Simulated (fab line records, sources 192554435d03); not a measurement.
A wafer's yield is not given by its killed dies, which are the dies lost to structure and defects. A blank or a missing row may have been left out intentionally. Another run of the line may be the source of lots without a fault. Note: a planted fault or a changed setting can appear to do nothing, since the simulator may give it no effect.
Which tool was responsible?    flow n5 finfet    11 lots, 33 wafers sampled, at 1 step of a route of 1938

WHAT THE GAUGES READ, wafer by wafer
N5_MOL_CONTACT_COAG_CD_MEAS_99: target cd 17.2 nm.
lot   measured      on         cd nm (nm)
L075  day 4 21:50   cd sem-02  17.3 18.0 16.8
L077  day 5 09:44   cd sem-01  17.8 16.6 18.2
L079  day 5 21:08   cd sem-02  17.2 18.2 16.7
L081  day 6 09:54   cd sem-01  18.0 18.0 17.4
L083  day 6 22:52   cd sem-03  17.5 17.1 17.5
L085  day 7 11:26   cd sem-03  17.8 17.1 17.2
L088  day 8 03:26   cd sem-02  17.3 17.4 17.4
L090  day 8 15:34   cd sem-01  17.1 17.5 17.8
L092  day 9 04:49   cd sem-03  17.5 18.2 17.7
L094  day 9 18:16   cd sem-02  17.1 17.8 17.4
L096  day 10 05:59  cd sem-02  17.1 16.6 17.2

EACH LOT AND THE TOOL THAT RAN IT (in order: tool; ch and the chambers of the sampled wafers; start)
Before these readings, the record contains no process step.

THE ANSWER, worked out from the rows above alone
Rule: the usual values come from the lots themselves. Put in order of their means at a reading, lots are off if they are a third of the lots or fewer, leave a main group of 4 or more, and stand apart from it by a gap of 3 or more times the standard deviation of the main group's means; of several such gaps the widest counts. Not used: any main group whose means are identical at the precision the tables above print for the reading. Also off: a lot with no number at a reading for which 4 or more lots have one. The other lots that the step has rows for count as sound.
No lot is off on any of the readings shown, so nothing can be concluded from this.

WHAT WAS PUT IN BY THE SIMULATOR
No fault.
